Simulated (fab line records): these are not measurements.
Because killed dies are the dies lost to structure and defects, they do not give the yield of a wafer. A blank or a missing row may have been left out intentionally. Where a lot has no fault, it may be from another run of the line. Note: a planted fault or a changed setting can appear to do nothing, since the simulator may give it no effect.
fab line records	flow nand-harc
record lots=24	wafers=72	last-day=33
route steps=1302 shown P_M2@343 P_BONDPAD@351 A_CHANNEL_FILL_D1@506
lots that met no fault: taken from a fault-free run of the same line
start-h: start of the lot's first displayed wafer, in hours after the record's first day	wait-h: hours elapsed since this lot's preceding step	" the same as in the row above	L1.1+2: one row covering several wafers at once	- no value, or no start was given	* or withheld: withheld	< > ~ a bound
route shown NAME@n: a module of which the file shows steps, and the number in the route of the first	usual: mean/standard deviation of fault-free wafers	same: alike in all rows	chamber/n: place in a boat	sites: the reading at each site	_std_site: how widely they spread, as a standard deviation	_edge_site: inner sites' mean taken away from outer sites' mean	radius-mm: how far each site lies from the wafer's centre	mask NAME#n: copy n	behind: the last tool/chamber to shape the wafer	hold: the reason the lot was held/the length of the hold in hours/how it ended	device: which transistor (n, p or np) failed to switch	end of line: the tests these same wafers got at the end of their route	a step without rows: its recipe alone	killed: dies lost to structure and defects at the first sort, not the wafer's yield	map: dies across one wafer; x = killed, . = not, _ = none there
set.NAME: the setting the step ran with; set.NAME@STEP: the setting that earlier step ran with	model.NAME: the simulator's own value behind a step, which no gauge read
route steps across a sampled set of lots; one table per step, one row per wafer
services: the hour from which a tool's chamber was out of use, counted from the record's first day as start-h (under 0 if before that day), plus the number of hours and why
## steps
# step NHARC_P_M2_ANNEAL_31
# recipe temp-c=225	time-s=90
# usual wafer_temp_C_max=226.7/0.54
lot.wafer	tool	chamber	start-h	wait-h	wafer_temp_C_max
L074.1	rtp-anneal-02	0	135.99	0.3	225.7
L074.2	"	0	"	"	226.1
L074.5	"	0	"	"	226.1
L075.1	rtp-anneal-02	0	139.14	0.3	225.9
L075.2	"	0	"	"	225.7
L075.5	"	0	"	"	225.9
L076.1	rtp-anneal-01	0	151.00	0.4	227.0
L076.3	"	0	"	"	227.1
L076.6	"	0	"	"	227.0
L077.1	rtp-anneal-02	0	162.38	-	225.8
L077.2	"	0	"	"	226.0
L077.5	"	0	"	"	225.9
L078.4	rtp-anneal-01	0	174.31	-	227.1
L078.5	"	0	"	"	226.8
L078.6	"	0	"	"	227.1
L079.3	rtp-anneal-01	0	179.43	0.3	227.2
L079.4	"	0	"	"	226.5
L079.6	"	0	"	"	226.9
L080.2	rtp-anneal-01	0	196.88	-	227.2
L080.4	"	0	"	"	227.1
L080.5	"	0	"	"	227.3
L081.2	rtp-anneal-01	0	206.57	-	227.1
L081.4	"	0	"	"	227.6
L081.5	"	0	"	"	227.1
L082.2	rtp-anneal-01	0	212.69	0.4	226.9
L082.4	"	0	"	"	226.8
L082.6	"	0	"	"	227.4
L083.2	rtp-anneal-01	0	230.00	0.4	227.7
L083.3	"	0	"	"	226.4
L083.5	"	0	"	"	228.1
L084.1	rtp-anneal-01	0	234.21	-	226.8
L084.2	"	0	"	"	227.0
L084.3	"	0	"	"	226.7
L085.1	rtp-anneal-01	0	238.01	-	227.5
L085.3	"	0	"	"	226.3
L085.6	"	0	"	"	226.7
L086.2	rtp-anneal-01	0	249.54	-	227.8
L086.4	"	0	"	"	226.6
L086.6	"	0	"	"	227.0
L087.1	rtp-anneal-02	0	260.80	-	225.8
L087.2	"	0	"	"	225.9
L087.6	"	0	"	"	226.2
L089.2	rtp-anneal-02	0	279.53	-	226.1
L089.4	"	0	"	"	225.8
L089.5	"	0	"	"	226.2
L088.3	rtp-anneal-01	0	281.99	0.3	227.0
L088.5	"	0	"	"	226.6
L088.6	"	0	"	"	226.7
L090.1	rtp-anneal-01	0	299.31	-	226.7
L090.2	"	0	"	"	226.7
L090.3	"	0	"	"	227.0
L091.2	rtp-anneal-01	0	301.70	0.4	226.5
L091.3	"	0	"	"	226.4
L091.6	"	0	"	"	226.5
L092.1	rtp-anneal-01	0	311.68	-	226.4
L092.3	"	0	"	"	226.7
L092.5	"	0	"	"	226.3
L093.3	rtp-anneal-01	0	321.10	-	226.9
L093.5	"	0	"	"	227.0
L093.6	"	0	"	"	227.1
L094.1	rtp-anneal-01	0	336.45	0.3	226.6
L094.4	"	0	"	"	226.1
L094.5	"	0	"	"	226.7
L095.1	rtp-anneal-01	0	340.25	-	226.4
L095.4	"	0	"	"	227.6
L095.5	"	0	"	"	227.2
L096.4	rtp-anneal-02	0	353.70	-	225.5
L096.5	"	0	"	"	225.8
L096.6	"	0	"	"	226.1
L097.1	rtp-anneal-01	0	363.74	-	226.7
L097.3	"	0	"	"	227.1
L097.4	"	0	"	"	227.1
# step NHARC_P_M2_INSPECT_27
# usual raw-defect-count=336/150
lot.wafer	tool	chamber	start-h	wait-h	raw-defect-count
L074.1	defect-inspect-01	-	136.80	0.0	441
L074.2	"	-	"	"	777
L074.5	"	-	"	"	628
L075.1	defect-inspect-02	-	139.96	0.0	370
L075.2	"	-	"	"	303
L075.5	"	-	"	"	516
L076.1	defect-inspect-02	-	151.82	0.0	536
L076.3	"	-	"	"	503
L076.6	"	-	"	"	451
L077.1	defect-inspect-02	-	163.23	0.0	531
L077.2	"	-	"	"	442
L077.5	"	-	"	"	340
L078.4	defect-inspect-01	-	174.97	0.0	516
L078.5	"	-	"	"	238
L078.6	"	-	"	"	258
L079.3	defect-inspect-01	-	180.14	0.0	502
L079.4	"	-	"	"	236
L079.6	"	-	"	"	409
L080.2	defect-inspect-02	-	197.64	0.0	269
L080.4	"	-	"	"	429
L080.5	"	-	"	"	244
L081.2	defect-inspect-02	-	208.90	0.0	151
L081.4	"	-	"	"	184
L081.5	"	-	"	"	253
L082.2	defect-inspect-01	-	213.45	0.0	838
L082.4	"	-	"	"	566
L082.6	"	-	"	"	716
L083.2	defect-inspect-02	-	230.77	0.0	217
L083.3	"	-	"	"	363
L083.5	"	-	"	"	386
L084.1	defect-inspect-02	-	235.03	0.0	229
L084.2	"	-	"	"	255
L084.3	"	-	"	"	206
L085.1	defect-inspect-02	-	238.83	0.0	388
L085.3	"	-	"	"	325
L085.6	"	-	"	"	563
L086.2	defect-inspect-02	-	250.32	0.0	188
L086.4	"	-	"	"	287
L086.6	"	-	"	"	183
L087.1	defect-inspect-01	-	261.63	0.0	253
L087.2	"	-	"	"	187
L087.6	"	-	"	"	239
L089.2	defect-inspect-02	-	280.30	0.0	337
L089.4	"	-	"	"	435
L089.5	"	-	"	"	352
L088.3	defect-inspect-02	-	282.71	0.0	737
L088.5	"	-	"	"	465
L088.6	"	-	"	"	615
L090.1	defect-inspect-02	-	300.13	0.0	217
L090.2	"	-	"	"	400
L090.3	"	-	"	"	469
L091.2	defect-inspect-01	-	302.46	0.0	259
L091.3	"	-	"	"	132
L091.6	"	-	"	"	137
L092.1	defect-inspect-02	-	312.50	0.0	299
L092.3	"	-	"	"	249
L092.5	"	-	"	"	281
L093.3	defect-inspect-02	-	321.82	0.0	153
L093.5	"	-	"	"	223
L093.6	"	-	"	"	186
L094.1	defect-inspect-02	-	337.26	0.0	386
L094.4	"	-	"	"	228
L094.5	"	-	"	"	299
L095.1	defect-inspect-02	-	341.07	0.0	299
L095.4	"	-	"	"	198
L095.5	"	-	"	"	214
L096.4	defect-inspect-02	-	354.38	0.0	241
L096.5	"	-	"	"	272
L096.6	"	-	"	"	219
L097.1	defect-inspect-01	-	364.87	0.0	173
L097.3	"	-	"	"	191
L097.4	"	-	"	"	156
# step NHARC_P_BONDPAD_DEP_00
# recipe target-thk-a=2500	temp-c=370	target-thk-nm=250	pressure-torr=3	flow-sccm=200	rf-w=450	material=SiCN
# usual chamber-pressure-Torr=3.000/0.0066	heater-power-w=596/60
lot.wafer	tool	chamber	start-h	wait-h	chamber-pressure-Torr	heater-power-w
L074.2	pecvd-04	0	-	-	3.008	567
L074.1	"	2	"	"	2.999	598
L074.5	"	2	"	"	3.009	628
L075.1	pecvd-04	1	140.55	-	2.999	673
L075.2	"	2	"	"	3.001	611
L075.5	"	1	"	"	2.991	694
L076.3	pecvd-04	0	152.38	-	2.999	627
L076.1	"	1	"	"	2.991	671
L076.6	"	2	"	"	3.004	701
L077.1	pecvd-03	2	-	-	3.008	607
L077.2	"	0	"	"	2.991	629
L077.5	"	0	"	"	2.995	631
L078.4	pecvd-01	2	-	-	3.002	549
L078.6	"	0	"	"	3.002	512
L078.5	"	1	"	"	3.003	588
L079.3	pecvd-03	2	-	-	3.001	656
L079.6	"	1	"	"	3.007	614
L079.4	"	2	"	"	3.002	659
L080.2	pecvd-03	1	198.25	-	3.001	677
L080.4	"	0	"	"	3.005	568
L080.5	"	2	"	"	3.012	667
L081.2	pecvd-01	2	209.46	-	3.004	516
L081.4	"	2	"	"	2.997	525
L081.5	"	1	"	"	2.996	542
L082.2	pecvd-04	1	214.01	-	2.996	702
L082.6	"	1	"	"	3.018	711
L082.4	"	0	"	"	3.002	526
L083.2	pecvd-04	2	-	-	2.991	599
L083.3	"	0	"	"	2.994	655
L083.5	"	2	"	"	2.999	612
L084.3	pecvd-04	1	235.58	-	2.995	631
L084.2	"	2	"	"	2.996	703
L084.1	"	0	"	"	2.992	644
L085.3	pecvd-01	1	239.38	-	3.014	501
L085.1	"	2	"	"	2.999	552
L085.6	"	2	"	"	3.001	554
L086.2	pecvd-04	0	250.92	-	3.000	645
L086.4	"	2	"	"	2.994	689
L086.6	"	0	"	"	3.002	656
L087.2	pecvd-04	2	262.23	-	2.995	640
L087.1	"	0	"	"	3.012	519
L087.6	"	2	"	"	2.994	660
L089.2	pecvd-01	0	280.90	-	3.009	526
L089.4	"	2	"	"	3.004	577
L089.5	"	0	"	"	3.006	524
L088.3	pecvd-01	0	283.27	-	2.999	540
L088.6	"	0	"	"	2.997	550
L088.5	"	2	"	"	2.995	534
L090.3	pecvd-01	2	300.68	-	3.000	546
L090.2	"	0	"	"	2.991	457
L090.1	"	1	"	"	3.000	546
L091.3	pecvd-01	0	303.02	-	2.989	506
L091.2	"	2	"	"	2.993	540
L091.6	"	1	"	"	3.016	564
L092.1	pecvd-03	2	313.06	-	3.007	655
L092.3	"	0	"	"	2.989	588
L092.5	"	2	"	"	3.011	675
L093.3	pecvd-04	0	322.71	-	2.991	575
L093.5	"	0	"	"	3.001	608
L093.6	"	2	"	"	3.003	606
L094.1	pecvd-01	0	337.92	-	2.998	521
L094.5	"	1	"	"	2.998	533
L094.4	"	2	"	"	3.011	575
L095.1	pecvd-03	1	341.68	-	3.001	638
L095.5	"	1	"	"	2.992	615
L095.4	"	2	"	"	2.999	649
L096.4	pecvd-04	1	355.08	-	2.995	591
L096.5	"	2	"	"	3.003	591
L096.6	"	0	"	"	3.003	648
L097.3	pecvd-03	2	365.44	-	2.991	616
L097.1	"	0	"	"	2.994	584
L097.4	"	0	"	"	3.003	600
# step NHARC_P_BONDPAD_ETCH_37
# recipe target-depth-a=600	overetch-a=180	time-s=65.91	ion-energy-ev=200	n2-flow-sccm=150	h2-flow-sccm=150	ar-flow-sccm=0	rf-w=400	bias-w=150	chemistry=N2/H2
# usual drypump-motor-current-A=5.8/0.41	oes-product-au=1.000/0.015	rf-vpp-V=430.3/2.3	showerhead-plenum-p-Torr=2.03/0.083	throttle-valve-pct=14.172/0.01
lot.wafer	tool	chamber	start-h	wait-h	drypump-motor-current-A	oes-product-au	rf-hours-counter-h	rf-vpp-V	showerhead-plenum-p-Torr	throttle-valve-pct
L074.1	rie-diel-11	0	138.87	0.1	6.7	1.034	2.8	432.5	2.12	14.176
L074.2	"	2	"	"	6.0	1.042	2.0	433.9	2.21	14.166
L074.5	"	0	"	"	6.7	1.032	-	431.7	2.12	14.178
L075.1	rie-diel-02	3	142.02	0.1	5.7	1.008	3.3	430.4	2.09	14.163
L075.2	"	0	"	"	6.0	0.988	3.2	430.6	2.01	14.165
L075.5	"	3	"	"	5.7	1.004	-	431.4	2.09	14.169
L076.3	rie-diel-12	2	153.89	0.1	5.6	0.976	2.7	429.7	2.02	14.168
L076.1	"	3	"	"	5.1	1.009	3.4	433.4	2.11	14.170
L076.6	"	2	"	"	5.6	0.980	-	429.5	2.02	14.180
L077.1	rie-diel-11	0	165.29	0.1	6.7	1.029	3.2	431.3	2.12	14.159
L077.2	"	1	"	"	6.1	1.000	3.6	429.3	1.97	14.185
L077.5	"	1	"	"	6.1	0.995	-	429.3	1.97	14.188
L078.4	rie-diel-02	2	177.05	0.1	6.3	1.006	3.7	428.1	1.93	14.184
L078.6	"	1	"	"	5.8	1.011	-	429.2	1.94	14.181
L078.5	"	2	"	"	6.3	1.012	-	427.5	1.93	14.171
L079.4	rie-diel-12	3	182.20	0.1	5.1	1.012	5.1	431.7	2.11	14.187
L079.3	"	1	"	"	5.8	1.000	4.8	431.4	1.98	14.147
L079.6	"	3	"	"	5.0	1.002	-	433.3	2.11	14.180
L080.4	rie-diel-02	0	199.60	0.1	6.1	0.976	4.8	430.6	2.01	14.168
L080.2	"	3	"	"	5.7	1.002	4.9	431.9	2.09	14.178
L080.5	"	0	"	"	6.0	0.986	-	429.7	2.01	14.153
L081.4	rie-diel-02	0	210.87	0.1	6.0	0.996	5.0	430.6	2.01	14.172
L081.2	"	2	"	"	6.3	1.021	4.6	427.1	1.93	14.177
L081.5	"	1	"	"	5.8	1.005	-	428.0	1.94	14.160
L082.2	rie-diel-11	1	215.43	0.1	6.1	1.012	6.2	428.3	1.97	14.183
L082.4	"	1	"	"	6.1	0.995	-	429.0	1.97	14.175
L082.6	"	3	"	"	5.2	0.980	-	435.1	2.18	14.188
L083.3	rie-diel-02	2	232.89	0.1	6.3	1.008	0.0	428.3	1.93	14.185
L083.2	"	3	"	"	5.7	1.003	0.0	429.6	2.09	14.168
L083.5	"	2	"	"	6.3	1.020	-	430.5	1.93	14.166
L084.2	rie-diel-11	2	236.98	0.1	6.0	1.020	5.1	434.6	2.20	14.188
L084.1	"	0	"	"	6.7	1.029	7.6	432.3	2.12	14.191
L084.3	"	1	"	"	6.1	0.992	7.8	428.6	1.97	14.164
L085.1	rie-diel-02	0	240.79	0.1	6.0	0.998	0.5	428.9	2.01	14.185
L085.3	"	1	"	"	5.7	1.007	0.6	426.1	1.94	14.167
L085.6	"	3	"	"	5.7	0.994	-	432.2	2.09	14.173
L086.2	rie-diel-12	3	252.29	0.1	5.0	0.998	8.0	431.6	2.11	14.178
L086.4	"	0	"	"	5.9	1.005	8.5	428.3	1.99	14.170
L086.6	"	2	"	"	5.6	0.974	-	430.0	2.02	14.165
L087.2	rie-diel-02	3	263.58	0.1	5.7	0.995	1.1	433.4	2.09	14.165
L087.1	"	1	"	"	5.7	0.997	0.9	428.4	1.94	14.178
L087.6	"	0	"	"	6.0	1.002	-	430.1	2.01	14.179
L089.4	rie-diel-02	2	282.27	0.1	6.4	1.012	1.6	427.2	1.93	14.182
L089.2	"	3	"	"	5.7	1.003	1.4	431.6	2.09	14.173
L089.5	"	0	"	"	5.9	0.982	-	430.0	2.01	14.163
L088.3	rie-diel-02	2	284.80	0.1	6.3	1.015	1.7	426.3	1.93	14.170
L088.5	"	0	"	"	6.0	0.992	-	429.4	2.01	14.192
L088.6	"	1	"	"	5.7	0.995	-	426.5	1.94	14.164
L090.2	rie-diel-12	2	302.21	0.1	5.6	0.998	2.2	429.4	2.02	14.181
L090.3	"	3	"	"	5.1	0.975	1.3	432.1	2.11	14.166
L090.1	"	0	"	"	5.9	0.991	1.3	428.8	1.99	14.185
L091.2	rie-diel-12	3	304.54	0.1	5.1	0.977	1.4	432.3	2.11	14.193
L091.3	"	1	"	"	5.8	1.020	2.3	427.9	1.98	14.143
L091.6	"	0	"	"	6.0	0.991	-	430.4	1.99	14.196
L092.1	rie-diel-12	2	314.59	0.1	5.6	1.004	3.2	430.4	2.02	14.177
L092.3	"	3	"	"	5.1	0.973	2.3	433.4	2.11	14.178
L092.5	"	1	"	"	5.8	1.021	-	429.8	1.98	14.169
L093.3	rie-diel-12	3	324.11	0.1	5.1	0.975	2.4	430.4	2.11	14.160
L093.6	"	3	"	"	5.1	0.970	-	431.4	2.11	14.179
L093.5	"	0	"	"	6.0	0.980	-	428.4	1.98	14.203
L094.1	rie-diel-02	0	339.23	0.1	6.0	1.007	2.6	428.5	2.01	14.173
L094.4	"	2	"	"	6.4	1.001	3.1	427.1	1.93	14.167
L094.5	"	0	"	"	6.0	1.001	-	429.6	2.01	14.161
L095.1	rie-diel-11	1	343.16	0.1	6.1	0.995	4.0	429.5	1.96	14.164
L095.4	"	3	"	"	5.1	0.994	4.3	435.6	2.18	14.175
L095.5	"	1	"	"	6.1	0.996	-	427.7	1.96	14.174
L096.4	rie-diel-11	0	356.46	0.1	6.6	0.998	4.9	432.7	2.11	14.172
L096.6	"	0	"	"	6.7	0.989	-	432.5	2.11	14.171
L096.5	"	1	"	"	6.1	0.990	-	427.8	1.96	14.171
L097.3	rie-diel-02	1	366.96	0.1	5.8	0.997	3.8	427.7	1.94	14.156
L097.1	"	2	"	"	6.3	1.007	4.1	426.9	1.93	14.184
L097.4	"	3	"	"	5.7	0.989	4.2	432.3	2.09	14.166
# step NHARC_A_CHANNEL_FILL_D1_THK_MEAS_06
# recipe thk-meas-gauge=ellipsometry
# usual thk-nm=5.0/0.95
lot.wafer	tool	chamber	start-h	wait-h	thk-nm
L074.1	film-metro-02	-	223.68	0.4	6.1
L074.2	"	-	"	"	5.4
L074.5	"	-	"	"	5.6
L075.1	film-metro-02	-	231.53	0.4	3.3
L075.2	"	-	"	"	4.0
L075.5	"	-	"	"	5.6
L076.1	film-metro-01	-	246.19	0.4	3.6
L076.3	"	-	"	"	5.9
L076.6	"	-	"	"	5.5
L077.1	film-metro-02	-	258.78	0.4	5.8
L077.2	"	-	"	"	5.1
L077.5	"	-	"	"	4.3
L078.4	film-metro-01	-	264.67	0.4	4.1
L078.5	"	-	"	"	5.2
L078.6	"	-	"	"	4.0
L079.3	film-metro-02	-	271.46	0.4	5.1
L079.4	"	-	"	"	5.4
L079.6	"	-	"	"	4.8
L080.2	film-metro-01	-	290.66	0.4	4.7
L080.4	"	-	"	"	4.7
L080.5	"	-	"	"	4.4
L082.2	film-metro-01	-	303.26	0.4	4.3
L082.4	"	-	"	"	5.4
L082.6	"	-	"	"	4.2
L081.2	film-metro-02	-	303.26	0.4	3.9
L081.4	"	-	"	"	4.2
L081.5	"	-	"	"	4.6
L084.1	film-metro-02	-	323.22	0.4	5.8
L084.2	"	-	"	"	5.2
L084.3	"	-	"	"	6.6
L083.2	film-metro-01	-	323.22	0.4	5.9
L083.3	"	-	"	"	5.3
L083.5	"	-	"	"	5.2
L085.1	film-metro-01	-	329.69	0.4	5.3
L085.3	"	-	"	"	5.0
L085.6	"	-	"	"	6.5
L086.2	film-metro-01	-	342.61	0.4	4.4
L086.4	"	-	"	"	6.1
L086.6	"	-	"	"	4.9
L087.1	film-metro-02	-	355.10	0.4	5.4
L087.2	"	-	"	"	4.1
L087.6	"	-	"	"	4.2
L089.2	film-metro-02	-	368.57	0.4	3.6
L089.4	"	-	"	"	6.4
L089.5	"	-	"	"	5.5
L088.3	film-metro-01	-	375.99	0.4	6.9
L088.5	"	-	"	"	3.8
L088.6	"	-	"	"	3.3
L090.1	film-metro-01	-	387.97	0.4	5.3
L090.2	"	-	"	"	5.6
L090.3	"	-	"	"	5.9
L091.2	film-metro-01	-	387.98	0.4	4.1
L091.3	"	-	"	"	5.4
L091.6	"	-	"	"	4.4
L092.1	film-metro-02	-	402.44	0.4	3.8
L092.3	"	-	"	"	5.1
L092.5	"	-	"	"	4.5
L093.3	film-metro-02	-	417.59	0.4	3.6
L093.5	"	-	"	"	4.9
L093.6	"	-	"	"	6.1
L094.1	film-metro-02	-	432.03	0.4	6.0
L094.4	"	-	"	"	4.3
L094.5	"	-	"	"	6.6
L095.1	film-metro-02	-	438.30	0.4	6.3
L095.4	"	-	"	"	5.2
L095.5	"	-	"	"	5.7
L096.4	film-metro-01	-	444.58	0.4	5.2
L096.5	"	-	"	"	6.3
L096.6	"	-	"	"	5.2
L097.1	film-metro-01	-	453.13	0.4	5.6
L097.3	"	-	"	"	5.0
L097.4	"	-	"	"	5.3
# step NHARC_A_CHANNEL_FILL_D1_ETCHBACK_08
# recipe target-depth-a=2200	time-s=110	c4f8-flow-sccm=20	ar-flow-sccm=withheld	rf-w=600	bias-w=300	chemistry=C4F8
# usual oes-product-au=0.95/0.039	rf-vpp-V=439.7/2.2
lot.wafer	tool	chamber	start-h	wait-h	oes-product-au	rf-hours-counter-h	rf-vpp-V
L074.1	rie-diel-08	1	-	-	0.93	1.4	440.8
L074.2	"	0	"	"	0.93	1.7	436.8
L074.5	"	2	"	"	0.92	-	438.9
L075.2	rie-diel-10	1	-	-	0.90	8.6	436.6
L075.1	"	3	"	"	0.94	9.1	442.6
L075.5	"	1	"	"	0.90	-	438.4
L076.1	rie-diel-08	3	-	-	0.92	2.3	438.7
L076.3	"	1	"	"	0.92	2.0	439.7
L076.6	"	3	"	"	0.91	-	439.8
L077.1	rie-diel-08	3	-	-	0.92	3.0	441.0
L077.2	"	1	"	"	0.91	3.0	440.8
L077.5	"	0	"	"	0.92	-	437.3
L078.4	rie-diel-10	3	-	-	1.01	0.9	442.4
L078.6	"	2	"	"	1.01	-	439.3
L078.5	"	3	"	"	1.01	-	441.7
L079.4	rie-diel-08	2	-	-	0.95	3.3	436.0
L079.3	"	1	"	"	0.96	3.6	440.8
L079.6	"	2	"	"	0.94	-	438.9
L080.2	rie-diel-08	2	-	-	1.00	4.1	438.1
L080.4	"	0	"	"	0.99	4.5	439.5
L080.5	"	3	"	"	0.99	-	438.3
L082.2	rie-diel-08	1	-	-	0.93	4.7	439.5
L082.4	"	3	"	"	0.93	4.9	439.2
L082.6	"	1	"	"	0.92	-	440.0
L081.2	rie-diel-10	1	-	-	1.02	2.0	437.7
L081.4	"	0	"	"	1.02	2.4	442.3
L081.5	"	2	"	"	1.00	-	439.7
L083.2	rie-diel-10	0	-	-	1.00	3.1	442.5
L083.3	"	1	"	"	0.99	2.8	436.7
L083.5	"	0	"	"	0.99	-	440.8
L084.3	rie-diel-08	0	-	-	0.91	5.6	438.0
L084.1	"	2	"	"	0.92	5.2	437.6
L084.2	"	3	"	"	0.93	5.4	438.9
L085.3	rie-diel-09	1	-	-	0.99	0.6	444.7
L085.1	"	0	"	"	1.01	0.5	437.6
L085.6	"	1	"	"	0.99	-	445.0
L086.2	rie-diel-10	3	-	-	0.93	4.6	442.9
L086.4	"	1	"	"	0.92	-	438.7
L086.6	"	2	"	"	0.92	-	440.1
L087.2	rie-diel-09	2	-	-	0.96	1.9	438.3
L087.1	"	1	"	"	0.97	2.0	444.3
L087.6	"	3	"	"	0.97	-	438.5
L089.4	rie-diel-09	2	-	-	0.90	2.8	437.2
L089.2	"	1	"	"	0.92	2.8	445.5
L089.5	"	2	"	"	0.91	-	439.1
L088.3	rie-diel-09	2	-	-	0.91	3.0	438.2
L088.6	"	1	"	"	0.92	-	443.9
L088.5	"	2	"	"	0.91	-	438.6
L091.2	rie-diel-09	0	-	-	1.01	2.9	437.6
L091.3	"	3	"	"	0.99	3.1	439.9
L091.6	"	0	"	"	1.00	-	436.5
L090.1	rie-diel-10	2	-	-	0.92	8.0	439.4
L090.2	"	0	"	"	0.93	8.3	441.3
L090.3	"	1	"	"	0.93	8.3	436.7
L092.1	rie-diel-10	0	-	-	0.94	9.5	443.7
L092.3	"	2	"	"	0.93	9.6	440.5
L092.5	"	3	"	"	0.93	-	440.5
L093.3	rie-diel-09	3	-	-	0.97	4.9	439.0
L093.5	"	1	"	"	1.01	-	442.7
L093.6	"	2	"	"	0.98	-	437.6
L094.1	rie-diel-10	1	-	-	1.01	0.8	437.0
L094.4	"	2	"	"	0.99	0.8	439.4
L094.5	"	0	"	"	1.02	-	441.4
L095.4	rie-diel-09	3	-	-	0.91	5.8	438.1
L095.1	"	0	"	"	0.94	5.7	438.4
L095.5	"	2	"	"	0.91	-	439.4
L096.4	rie-diel-10	3	-	-	1.02	2.1	442.1
L096.5	"	0	"	"	1.00	-	441.4
L096.6	"	1	"	"	1.00	-	436.4
L097.1	rie-diel-09	2	-	-	0.92	6.7	438.8
L097.3	"	0	"	"	0.94	6.5	438.4
L097.4	"	1	"	"	0.92	6.7	441.9
## services
tool	chamber	start-h	hours	kind
rie-diel-02	0	129.67	8.1	repair
pecvd-01	-	130.07	13.0	pm
rie-diel-09	-	143.10	9.0	pm
rie-diel-10	0	144.11	3.7	repair
rie-diel-10	0	172.89	3.9	repair
pecvd-01	0	184.37	8.9	repair
rie-diel-10	1	186.70	1.3	repair
rie-diel-02	1	195.72	2.0	repair
pecvd-01	-	213.58	1.0	repair
pecvd-04	2	216.04	6.3	repair
rie-diel-02	-	216.70	9.0	pm
rie-diel-09	2	229.26	5.5	repair
rie-diel-10	-	242.50	9.0	pm
pecvd-04	-	269.52	13.0	pm
rie-diel-10	-	290.26	1.4	repair
rie-diel-10	0	346.67	3.2	repair
rtp-anneal-01	-	372.00	12.0	pm
rie-diel-02	3	378.12	4.8	repair
rie-diel-10	3	383.16	2.3	repair
rie-diel-02	-	393.70	9.0	pm
rie-diel-10	1	398.99	4.2	repair
rie-diel-10	-	419.50	9.0	pm
rie-diel-02	-	437.11	0.4	repair
pecvd-04	-	450.52	13.0	pm
## key
fault none
